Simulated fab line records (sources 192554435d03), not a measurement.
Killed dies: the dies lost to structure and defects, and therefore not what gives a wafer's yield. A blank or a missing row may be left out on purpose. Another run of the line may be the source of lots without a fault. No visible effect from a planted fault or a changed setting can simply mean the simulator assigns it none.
fab line records	flow n5Finfet
record lots=7	wafers=21
route steps=1938 shown BEOL_M11@1562 BEOL_M12@1639 BEOL_M14@1742
startH: the number of hours between the record's first day and the start of the first shown wafer of the lot	waitH: time in hours since the lot's previous step	" unchanged from the row above	L1.1+2: one row covering several wafers at once	- either no value or no given start	* or withheld: withheld	< > ~ a bound
route shown NAME@n: NAME is a module with steps in the file, n the number in the route of the first one	usual: mean/standard deviation taken from wafers without a fault	same: alike in all rows	chamber/n: place in a boat	sites: each site's reading	_std_site: the values' standard deviation	_edge_site: the outer-site mean with the inner-site mean subtracted	radiusMm: for every site, how far away it sits from the centre of the wafer	mask NAME#n: copy n	behind: the last tool/chamber to shape the wafer	hold: cause of the lot's hold/its duration in hours/its outcome	device: names the non-switching transistor (n, p or np)	end of line: the tests these same wafers got at the end of their route	step lacking rows: just its recipe	killed: the dies lost at the first sort to structure and to defects; this is not the yield of the wafer	map: shows each die of a wafer: x if killed, . if not, _ if none is there
set.NAME: the setting the step ran with; set.NAME@STEP: the setting that earlier step ran with	model.NAME: the simulator's own value behind a step, which no gauge read
one table per step and one row per wafer, for lots whose settings were changed on purpose
## steps
# step N5_BEOL_M11_COAT_22
# recipe resist=CAR-ArF	spinRpm=1500	resistThkNm=90
lot.wafer	tool	chamber	startH	waitH	set.spinRpm	model.CAR-ArF_of_BEOL_M11_COAT_22.thkNm
L075.1+3	lithoTrack-01	0	-	-	1500	89.8
L075.4	"	0	"	"	1352	95
L076.1+2+6	lithoTrack-04	0	-	-	1500	90.6
L083.1	lithoTrack-01	0	-	-	1500	90
L083.3	"	0	"	"	1500	90.2
L083.4	"	0	"	"	1500	90.4
L081.1+6	lithoTrack-01	0	-	-	1500	89.6
L081.3	"	0	"	"	1500	89.8
L086.1+5	lithoTrack-01	0	-	-	1395	93
L086.3	"	0	"	"	1500	90
L095.2+6	lithoTrack-01	0	-	-	1500	90.2
L095.5	"	0	"	"	1561	88.4
L096.2	lithoTrack-01	0	-	-	1500	89.8
L096.3+6	"	0	"	"	1637	86
# step N5_BEOL_M11_EXPOSE_25
# recipe maskId=V10	na=1.35	sourceShape=annular	sigmaInner=0.5	sigmaOuter=0.8	polarization=unpolarized	doseMj=85.5
lot.wafer	tool	chamber	startH	waitH	mask	set.doseMj
L075.1+4	arfiScanner-01	0	231.22	-	V10#0	83.74
L075.3	"	0	"	"	V10#0	85.5
L076.1+2	arfiScanner-02	0	237.22	-	V10#0	79.21
L076.6	"	0	"	"	V10#0	85.5
L083.1+3+4	arfiScanner-02	0	275.52	-	V10#0	85.5
L081.1+3+6	arfiScanner-02	0	280.47	-	V10#0	85.5
L086.1+3+5	arfiScanner-03	0	291.99	-	V10#0	85.5
L095.2+5	arfiScanner-03	0	368.07	-	V10#0	85.5
L095.6	"	0	"	"	V10#0	80.52
L096.2	arfiScanner-03	0	375.27	-	V10#0	85.5
L096.3+6	"	0	"	"	V10#0	87.9
# step N5_BEOL_M11_PEB_26
# recipe pebTempC=withheld	pebTimeS=60	resist=CAR-ArF
# step N5_BEOL_M11_DEVELOP_27
# recipe developTimeS=30	developer=TMAH	resist=CAR-ArF	rinseLiquid=diw	dry=airSpin	devTempC=23
lot.wafer	tool	chamber	startH	waitH	set.spinRpm@BEOL_M11_COAT_22	model.CAR-ArF_of_BEOL_M11_COAT_22.thkNm
L075.1	lithoTrack-04	0	-	-	1500	88
L075.3	"	0	"	"	1500	88.2
L075.4	"	0	"	"	1352	93.2
L076.1	lithoTrack-02	0	-	-	1500	89
L076.2+6	"	0	"	"	1500	88.8
L083.1+3	lithoTrack-01	0	-	-	1500	88.4
L083.4	"	0	"	"	1500	88.6
L081.1+3	lithoTrack-02	0	-	-	1500	88
L081.6	"	0	"	"	1500	87.8
L086.1+5	lithoTrack-01	0	-	-	1395	91.4
L086.3	"	0	"	"	1500	88.2
L095.2+6	lithoTrack-04	0	-	-	1500	88.6
L095.5	"	0	"	"	1561	86.6
L096.2	lithoTrack-01	0	-	-	1500	88.2
L096.3	"	0	"	"	1637	84.2
L096.6	"	0	"	"	1637	84.4
# step N5_BEOL_M11_CD_MEAS_28
# recipe targetCdNm=70	landingEnergyEv=500	detector=seInlens	polarity=opening
# usual cdNm=70.0/0.9
lot.wafer	tool	chamber	startH	waitH	set.doseMj@BEOL_M11_EXPOSE_25	cdNm
L075.1	cdSem-01	0	231.35	-	83.74	68.7
L075.3	"	0	"	"	85.5	70.0
L075.4	"	0	"	"	83.74	67.6
L076.1	cdSem-01	0	237.35	-	79.21	64.2
L076.2	"	0	"	"	79.21	64.1
L076.6	"	0	"	"	85.5	69.8
L083.1	cdSem-01	0	275.65	-	85.5	71.0
L083.3	"	0	"	"	85.5	70.6
L083.4	"	0	"	"	85.5	70.2
L081.1	cdSem-03	0	280.61	-	85.5	70.4
L081.3	"	0	"	"	85.5	68.7
L081.6	"	0	"	"	85.5	69.5
L086.1	cdSem-03	0	292.12	-	85.5	69.3
L086.3	"	0	"	"	85.5	68.7
L086.5	"	0	"	"	85.5	68.1
L095.2	cdSem-01	0	368.20	-	85.5	70.9
L095.5	"	0	"	"	85.5	70.8
L095.6	"	0	"	"	80.52	65.0
L096.2	cdSem-03	0	375.40	-	85.5	69.0
L096.3	"	0	"	"	87.9	72.2
L096.6	"	0	"	"	87.9	71.8
# step N5_BEOL_M12_TRENCH_ETCH_34
# recipe chemistry=C4F8/O2/Ar	target=SiOC	targetDepthA=3189.5	maskMaterial=SOC	pressureMtorr=30	sourceW=3000	biasW=700	Ar_flow_sccm=400	C4F8_flow_sccm=15	O2_flow_sccm=8	heInnerTorr=15	heOuterTorr=30	timeS=125.5	ionEnergyEv=250
lot.wafer	tool	chamber	startH	waitH	set.timeS	model.etch.depthNm
L075.1	rieDiel-04	1	237.08	0.0	134.3	343.8
L075.3	"	0	"	"	134.3	343.2
L075.4	"	1	"	"	125.5	325.8
L076.1	rieDiel-03	3	244.42	0.0	125.5	319.4
L076.2	"	2	"	"	153.2	385
L076.6	"	0	"	"	153.2	392.1
L083.1	rieDiel-01	2	281.17	0.0	125.5	319.9
L083.3	"	1	"	"	125.5	324.3
L083.4	"	2	"	"	125.5	316.9
L081.1	rieDiel-01	2	285.51	0.0	125.5	314.7
L081.3	"	3	"	"	125.5	323.4
L081.6	"	1	"	"	125.5	321.9
L086.1	rieDiel-01	3	298.00	0.0	125.5	323.2
L086.3	"	2	"	"	125.5	315.2
L086.5	"	1	"	"	125.5	323.9
L095.2	rieDiel-01	3	373.40	0.0	125.5	322.7
L095.5	"	3	"	"	125.5	323.7
L095.6	"	2	"	"	125.5	312.3
L096.2	rieDiel-03	3	380.65	0.0	125.5	319.8
L096.3	"	2	"	"	125.5	315.9
L096.6	"	1	"	"	98.34	256
# step N5_BEOL_M12_STRIP_70
# recipe chemistry=C4F8/O2/Ar	resist=SiARC	rfFrequencyHz=6e+07
# step N5_BEOL_M12_OCD_MEAS_35
# usual trenchDepthNm=319/4
lot.wafer	tool	chamber	startH	waitH	set.timeS@BEOL_M12_TRENCH_ETCH_34	trenchDepthNm
L075.1	ocd-01	-	237.23	0.0	134.3	344
L075.3	"	-	"	"	134.3	343
L075.4	"	-	"	"	125.5	326
L076.1	ocd-01	-	244.58	0.0	125.5	319
L076.2	"	-	"	"	153.2	385
L076.6	"	-	"	"	153.2	392
L083.1	ocd-02	-	281.33	0.0	125.5	320
L083.3	"	-	"	"	125.5	325
L083.4	"	-	"	"	125.5	317
L081.1	ocd-01	-	285.67	0.0	125.5	314
L081.3	"	-	"	"	125.5	324
L081.6	"	-	"	"	125.5	322
L086.1	ocd-02	-	298.16	0.0	125.5	323
L086.3	"	-	"	"	125.5	316
L086.5	"	-	"	"	125.5	324
L095.2	ocd-02	-	373.56	0.0	125.5	322
L095.5	"	-	"	"	125.5	323
L095.6	"	-	"	"	125.5	312
L096.2	ocd-02	-	380.81	0.0	125.5	320
L096.3	"	-	"	"	125.5	315
L096.6	"	-	"	"	98.34	256
# step N5_BEOL_M12_SPUTTER_44
# recipe material=Ta	targetThkA=100	tempC=50	biasV=80	powerW=15000	chamberPressurePa=0.07	timeS=16.13
lot.wafer	tool	chamber	startH	waitH	set.timeS	model.Ta_of_BEOL_M12_SPUTTER_44.thkNm
L075.1	pvdSputter-01	-	250.92	12.4	17.34	10.4
L075.3	"	-	"	"	16.13	9.8
L075.4	"	-	"	"	16.13	9.6
L076.1	pvdSputter-01	-	252.10	0.0	16.13	10
L076.2	"	-	"	"	17.12	10.4
L076.6	"	-	"	"	17.12	10.6
L083.1	pvdSputter-03	-	282.72	0.0	16.13	10
L083.3	"	-	"	"	16.13	10.2
L083.4	"	-	"	"	16.13	9.8
L081.1+3+6	pvdSputter-02	-	288.15	0.0	14.75	9
L086.1	pvdSputter-03	-	299.18	0.0	16.13	10
L086.3	"	-	"	"	14.97	9.4
L086.5	"	-	"	"	14.97	9.2
L095.2+5+6	pvdSputter-02	-	376.09	0.0	16.13	9.8
L096.2+6	pvdSputter-01	-	382.79	0.0	18.06	11.4
L096.3	"	-	"	"	16.13	10.2
# step N5_BEOL_M12_SPUTTER_45
# recipe material=Cu	targetThkA=800	tempC=-20	biasV=60	powerW=26000	chamberPressurePa=0.13	timeS=13.33
# step N5_BEOL_M12_ECD_47
# recipe material=Cu	targetThkA=7200
# step N5_BEOL_M12_ANNEAL_48
# recipe tempC=225	timeS=90	ambient=N2
# step N5_BEOL_M12_CMP_49
# recipe stopOn=SiOC	tOverpolishS=20.6	downForcePsi=1	platenRpm=50	clearingPlatenDownForcePsi=1.5	clearingPlatenRpm=50	postCmpClean=cuAlkaline	targetThkNm=320	clearingPlatenPadVelocityMS=0.99484	padVelocityMS=0.99484
lot.wafer	tool	chamber	startH	waitH	set.timeS@BEOL_M12_TRENCH_ETCH_34	model.Cu_of_BEOL_M12_ECD_47.thkNm
L075.1	cmp-03	3	251.56	0.3	134.3	347
L075.3	"	0	"	"	134.3	345.4
L075.4	"	2	"	"	125.5	328.6
L076.2	cmp-01	0	252.78	0.2	153.2	385
L076.1	"	2	"	"	125.5	320.2
L076.6	"	3	"	"	153.2	391
L083.4	cmp-04	0	283.37	0.1	125.5	318.6
L083.3	"	1	"	"	125.5	326.8
L083.1	"	2	"	"	125.5	320.8
L081.3	cmp-01	1	288.92	0.2	125.5	326.6
L081.1	"	3	"	"	125.5	317.6
L081.6	"	1	"	"	125.5	325.4
L086.3	cmp-04	3	300.01	0.4	125.5	317.2
L086.1+5	"	1,3	"	"	125.5	325.4
L095.2	cmp-04	3	376.73	0.2	125.5	322.8
L095.5	"	3	"	"	125.5	325
L095.6	"	0	"	"	125.5	316
L096.3	cmp-03	2	383.46	0.2	125.5	317.4
L096.2	"	3	"	"	125.5	320.4
L096.6	"	1	"	"	98.34	257
# step N5_BEOL_M12_THK_MEAS_50
# recipe thkMeasGauge=xrf	reads=Cu_of_BEOL_M12_ECD_47
# usual M12_THK=317/4.5
lot.wafer	tool	chamber	startH	waitH	set.timeS@BEOL_M12_TRENCH_ETCH_34	M12_THK[nm]
L075.1	filmMetro-02	-	251.86	-	134.3	343
L075.3	"	-	"	"	134.3	341
L075.4	"	-	"	"	125.5	324
L076.1	filmMetro-01	-	253.04	-	125.5	316
L076.2	"	-	"	"	153.2	381
L076.6	"	-	"	"	153.2	389
L083.1	filmMetro-01	-	283.66	-	125.5	318
L083.3	"	-	"	"	125.5	325
L083.4	"	-	"	"	125.5	314
L081.1	filmMetro-01	-	289.18	-	125.5	315
L081.3	"	-	"	"	125.5	322
L081.6	"	-	"	"	125.5	322
L086.1	filmMetro-02	-	300.26	-	125.5	322
L086.3	"	-	"	"	125.5	313
L086.5	"	-	"	"	125.5	322
L095.2	filmMetro-01	-	377.02	-	125.5	320
L095.5	"	-	"	"	125.5	322
L095.6	"	-	"	"	125.5	313
L096.2	filmMetro-01	-	383.72	-	125.5	318
L096.3	"	-	"	"	125.5	315
L096.6	"	-	"	"	98.34	255
# step N5_BEOL_M12_PRE_CLEAN_52
# recipe gas=NH3	timeS=15	tempC=withheld	rfPowerW=300
# step N5_BEOL_M12_DEP_53
# recipe material=SiCN	targetThkA=300	tempC=withheld	precursor=3MS/NH3	pressureTorr=3	rfW=675	timeS=10.5
# step N5_BEOL_M12_RS_MEAS_54
# recipe thkMeasGauge=four-point-probe	reads=Cu_of_BEOL_M12_ECD_47+Ta_of_BEOL_M12_SPUTTER_44+TaN_of_BEOL_M12_SPUTTER_43
# usual M12_RS=0.0599/0.00082
lot.wafer	tool	chamber	startH	waitH	set.timeS@BEOL_M12_TRENCH_ETCH_34	M12_RS[ohm/sq]
L075.1	filmMetro-01	-	251.98	0.0	134.3	0.0552
L075.3	"	-	"	"	134.3	0.0554
L075.4	"	-	"	"	125.5	0.0585
L076.1	filmMetro-02	-	253.16	0.0	125.5	0.0601
L076.2	"	-	"	"	153.2	0.0495
L076.6	"	-	"	"	153.2	0.0487
L083.1	filmMetro-02	-	283.79	0.0	125.5	0.0598
L083.3	"	-	"	"	125.5	0.0587
L083.4	"	-	"	"	125.5	0.0603
L081.1	filmMetro-02	-	289.31	0.1	125.5	0.0605
L081.3	"	-	"	"	125.5	0.0587
L081.6	"	-	"	"	125.5	0.0590
L086.1	filmMetro-02	-	300.39	0.0	125.5	0.0591
L086.3	"	-	"	"	125.5	0.0607
L086.5	"	-	"	"	125.5	0.0590
L095.2	filmMetro-02	-	377.15	0.0	125.5	0.0595
L095.5	"	-	"	"	125.5	0.0590
L095.6	"	-	"	"	125.5	0.0608
L096.2	filmMetro-02	-	383.86	0.1	125.5	0.0599
L096.3	"	-	"	"	125.5	0.0606
L096.6	"	-	"	"	98.34	0.0755
# step N5_BEOL_M14_EXPOSE_25
# recipe maskId=M14	na=0.8	sourceShape=annular	sigmaInner=0.5	sigmaOuter=0.8	polarization=unpolarized	targetCdNm=280	doseMj=26.6
lot.wafer	tool	chamber	startH	waitH	mask	set.doseMj
L075.1+3+4	krfScanner-02	0	259.19	-	M14#0	24.78
L076.1+6	krfScanner-02	0	260.39	-	M14#0	26.6
L076.2	"	0	"	"	M14#0	24.75
L083.1+3+4	krfScanner-01	0	294.15	-	M14#0	26.6
L081.1+6	krfScanner-02	0	295.03	-	M14#0	26.6
L081.3	"	0	"	"	M14#0	25.44
L086.1+5	krfScanner-01	0	309.53	-	M14#0	26.6
L086.3	"	0	"	"	M14#0	28.41
L095.2+5+6	krfScanner-02	0	382.89	-	M14#0	28.45
L096.2+3+6	krfScanner-01	0	391.63	-	M14#0	26.6
# step N5_BEOL_M14_PEB_26
# recipe pebTempC=130	pebTimeS=90
lot.wafer	tool	chamber	startH	waitH	set.pebTempC
L075.1+3	lithoTrack-02	0	259.24	0.1	133.3
L075.4	"	0	"	"	130
L076.1+2+6	lithoTrack-04	0	260.44	0.1	130
L083.1+3+4	lithoTrack-05	0	294.21	0.1	130
L081.1+3	lithoTrack-04	0	295.09	0.1	128.8
L081.6	"	0	"	"	130
L086.1+3+5	lithoTrack-04	0	309.59	0.1	130
L095.2	lithoTrack-04	0	382.94	0.0	133.4
L095.5+6	"	0	"	"	130
L096.2+3+6	lithoTrack-02	0	391.68	0.0	130
# step N5_BEOL_M14_DEVELOP_27
# recipe developTimeS=45	rinseLiquid=diw	dry=airSpin	devTempC=21
# step N5_BEOL_M14_HARDBAKE_32
# recipe tempC=130	timeS=120
# step N5_BEOL_M14_CD_MEAS_28
# recipe targetCdNm=284.4	landingEnergyEv=500	detector=seInlens
# usual cdNm=283.8/1.5
lot.wafer	tool	chamber	startH	waitH	set.doseMj@BEOL_M14_EXPOSE_25	set.pebTempC@BEOL_M14_PEB_26	cdNm
L075.1	cdSem-01	0	259.36	-	24.78	133.3	286.7
L075.3	"	0	"	"	24.78	133.3	286.7
L075.4	"	0	"	"	24.78	130	274.1
L076.1	cdSem-01	0	260.56	-	26.6	130	287.3
L076.2	"	0	"	"	24.75	130	275.6
L076.6	"	0	"	"	26.6	130	284.5
L083.1	cdSem-03	0	294.32	-	26.6	130	284.5
L083.3	"	0	"	"	26.6	130	284.3
L083.4	"	0	"	"	26.6	130	283.7
L081.1	cdSem-02	0	295.21	-	26.6	128.8	278.5
L081.3	"	0	"	"	25.44	128.8	269.3
L081.6	"	0	"	"	26.6	130	283.5
L086.1	cdSem-01	0	309.70	-	26.6	130	286.1
L086.3	"	0	"	"	28.41	130	295.6
L086.5	"	0	"	"	26.6	130	284.2
L095.2	cdSem-01	0	383.06	-	28.45	133.4	306.5
L095.5	"	0	"	"	28.45	130	294.0
L095.6	"	0	"	"	28.45	130	293.0
L096.2	cdSem-02	0	391.80	-	26.6	130	282.7
L096.3	"	0	"	"	26.6	130	282.1
L096.6	"	0	"	"	26.6	130	281.6
# step N5_BEOL_M14_DESCUM_33
# recipe chemistry=O2	timeS=7.9	sourcePowerW=50	biasPowerW=20	pressureMtorr=20	rfFrequencyHz=2.712e+07	tempC=40	o2FlowSccm=225
lot.wafer	tool	chamber	startH	waitH	set.doseMj@BEOL_M14_EXPOSE_25	set.pebTempC@BEOL_M14_PEB_26	model.BEOL_M14.cdNm
L075.1	rieDiel-04	1	259.45	0.0	24.78	133.3	286.8
L075.3	"	2	"	"	24.78	133.3	286.6
L075.4	"	3	"	"	24.78	130	273.4
L076.1	rieDiel-01	2	260.65	0.0	26.6	130	287
L076.2	"	3	"	"	24.75	130	275.4
L076.6	"	1	"	"	26.6	130	284.4
L083.1	rieDiel-01	0	294.67	0.3	26.6	130	284.4
L083.3	"	1	"	"	26.6	130	284.2
L083.4	"	3	"	"	26.6	130	283.6
L081.1	rieDiel-03	3	295.29	0.0	26.6	128.8	278
L081.3	"	1	"	"	25.44	128.8	269.2
L081.6	"	1	"	"	26.6	130	283.6
L086.1	rieDiel-01	1	309.79	0.0	26.6	130	286.2
L086.3	"	0	"	"	28.41	130	296.2
L086.5	"	2	"	"	26.6	130	284.4
L095.2	rieDiel-03	2	383.21	0.1	28.45	133.4	306.2
L095.5	"	2	"	"	28.45	130	294
L095.6	"	3	"	"	28.45	130	293.2
L096.2	rieDiel-04	3	391.89	0.0	26.6	130	282.6
L096.3	"	0	"	"	26.6	130	281.6
L096.6	"	0	"	"	26.6	130	282.2
# step N5_BEOL_M14_ETCH_67
# recipe chemistry=CF4	target=SiARC	targetDepthA=1430	timeS=238.3	ionEnergyEv=80	pressureMtorr=40	sourceW=545	biasW=36	Ar_flow_sccm=100	cf4FlowSccm=100	ends=cleared
lot.wafer	tool	chamber	startH	waitH	set.doseMj@BEOL_M14_EXPOSE_25	set.pebTempC@BEOL_M14_PEB_26	model.BEOL_M14.cdNm
L075.1	rieDiel-04	1	259.48	0.0	24.78	133.3	281.6
L075.3	"	2	"	"	24.78	133.3	281.8
L075.4	"	3	"	"	24.78	130	268.8
L076.1	rieDiel-01	2	260.68	0.0	26.6	130	282
L076.2	"	3	"	"	24.75	130	271
L076.6	"	1	"	"	26.6	130	280.2
L083.1+4	rieDiel-01	0,3	294.70	0.0	26.6	130	280
L083.3	"	1	"	"	26.6	130	279.8
L081.1	rieDiel-03	3	295.33	0.0	26.6	128.8	272.8
L081.3	"	1	"	"	25.44	128.8	264.2
L081.6	"	1	"	"	26.6	130	278.6
L086.1	rieDiel-01	1	309.83	0.0	26.6	130	281.6
L086.3	"	0	"	"	28.41	130	291.2
L086.5	"	2	"	"	26.6	130	279.2
L095.2	rieDiel-03	2	383.25	0.0	28.45	133.4	301.6
L095.5	"	2	"	"	28.45	130	289
L095.6	"	3	"	"	28.45	130	287.8
L096.2	rieDiel-04	3	391.92	0.0	26.6	130	279
L096.3	"	0	"	"	26.6	130	277.4
L096.6	"	0	"	"	26.6	130	277.8
# step N5_BEOL_M14_ETCH_68
# recipe chemistry=N2/H2	target=SOC	maskMaterial=SiARC	sourceW=3000	biasW=350	tempC=40	timeS=450	ionEnergyEv=200	pressureMtorr=30	n2FlowSccm=200	h2FlowSccm=200
lot.wafer	tool	chamber	startH	waitH	set.doseMj@BEOL_M14_EXPOSE_25	set.pebTempC@BEOL_M14_PEB_26	model.BEOL_M14.cdNm
L075.1	rieDiel-04	1	259.63	0.1	24.78	133.3	282.6
L075.3	"	2	"	"	24.78	133.3	283
L075.4	"	3	"	"	24.78	130	270
L076.1	rieDiel-01	2	260.83	0.1	26.6	130	280.6
L076.2	"	3	"	"	24.75	130	270.8
L076.6	"	1	"	"	26.6	130	278.4
L083.1+4	rieDiel-01	0,3	294.85	0.1	26.6	130	279
L083.3	"	1	"	"	26.6	130	278.6
L081.1	rieDiel-03	3	295.48	0.1	26.6	128.8	272.6
L081.3	"	1	"	"	25.44	128.8	265.4
L081.6	"	1	"	"	26.6	130	279.4
L086.1	rieDiel-01	1	309.97	0.1	26.6	130	281
L086.3	"	0	"	"	28.41	130	291
L086.5	"	2	"	"	26.6	130	279.8
L095.2	rieDiel-03	2	383.39	0.1	28.45	133.4	298.4
L095.5	"	2	"	"	28.45	130	286.4
L095.6	"	3	"	"	28.45	130	286.2
L096.2	rieDiel-04	3	392.07	0.1	26.6	130	279.2
L096.3	"	0	"	"	26.6	130	277.2
L096.6	"	0	"	"	26.6	130	278.4
## key
split step=N5_BEOL_M11_COAT_22	setting=spinRpm	stated=1500	by=wafer
response step=N5_BEOL_M11_COAT_22	reading=model.CAR-ArF_of_BEOL_M11_COAT_22.thkNm	change=-0.464	per=1%	r=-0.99
response step=N5_BEOL_M11_DEVELOP_27	reading=model.CAR-ArF_of_BEOL_M11_COAT_22.thkNm	change=-0.473	per=1%	r=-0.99
split step=N5_BEOL_M11_EXPOSE_25	setting=doseMj	stated=85.5	by=wafer
response step=N5_BEOL_M11_CD_MEAS_28	reading=cdNm	change=+0.877	per=1%	r=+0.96
split step=N5_BEOL_M12_TRENCH_ETCH_34	setting=timeS	stated=125.5	by=wafer
response step=N5_BEOL_M12_TRENCH_ETCH_34	reading=model.etch.depthNm	change=+2.98	per=1%	r=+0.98
response step=N5_BEOL_M12_OCD_MEAS_35	reading=trenchDepthNm	change=+2.97	per=1%	r=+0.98
response step=N5_BEOL_M12_CMP_49	reading=model.Cu_of_BEOL_M12_ECD_47.thkNm	change=+2.95	per=1%	r=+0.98
response step=N5_BEOL_M12_THK_MEAS_50	reading=M12_THK	change=+2.96	per=1%	r=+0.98
response step=N5_BEOL_M12_RS_MEAS_54	reading=M12_RS	change=-0.000591	per=1%	r=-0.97
split step=N5_BEOL_M12_SPUTTER_44	setting=timeS	stated=16.13	by=wafer
response step=N5_BEOL_M12_SPUTTER_44	reading=model.Ta_of_BEOL_M12_SPUTTER_44.thkNm	change=+0.0959	per=1%	r=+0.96
split step=N5_BEOL_M14_EXPOSE_25	setting=doseMj	stated=26.6	by=wafer
response step=N5_BEOL_M14_CD_MEAS_28	reading=cdNm	slope=+1.61	per=1%	togetherWith=pebTempC@BEOL_M14_PEB_26	explained=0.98
response step=N5_BEOL_M14_DESCUM_33	reading=model.BEOL_M14.cdNm	slope=+1.64	per=1%	togetherWith=pebTempC@BEOL_M14_PEB_26	explained=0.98
response step=N5_BEOL_M14_ETCH_67	reading=model.BEOL_M14.cdNm	slope=+1.61	per=1%	togetherWith=pebTempC@BEOL_M14_PEB_26	explained=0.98
response step=N5_BEOL_M14_ETCH_68	reading=model.BEOL_M14.cdNm	slope=+1.48	per=1%	togetherWith=pebTempC@BEOL_M14_PEB_26	explained=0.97
split step=N5_BEOL_M14_PEB_26	setting=pebTempC	stated=130	by=wafer
response step=N5_BEOL_M14_CD_MEAS_28	reading=cdNm	slope=+5.08	per=1%	togetherWith=doseMj@BEOL_M14_EXPOSE_25	explained=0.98
response step=N5_BEOL_M14_DESCUM_33	reading=model.BEOL_M14.cdNm	slope=+5.14	per=1%	togetherWith=doseMj@BEOL_M14_EXPOSE_25	explained=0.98
response step=N5_BEOL_M14_ETCH_67	reading=model.BEOL_M14.cdNm	slope=+5.19	per=1%	togetherWith=doseMj@BEOL_M14_EXPOSE_25	explained=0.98
response step=N5_BEOL_M14_ETCH_68	reading=model.BEOL_M14.cdNm	slope=+5	per=1%	togetherWith=doseMj@BEOL_M14_EXPOSE_25	explained=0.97
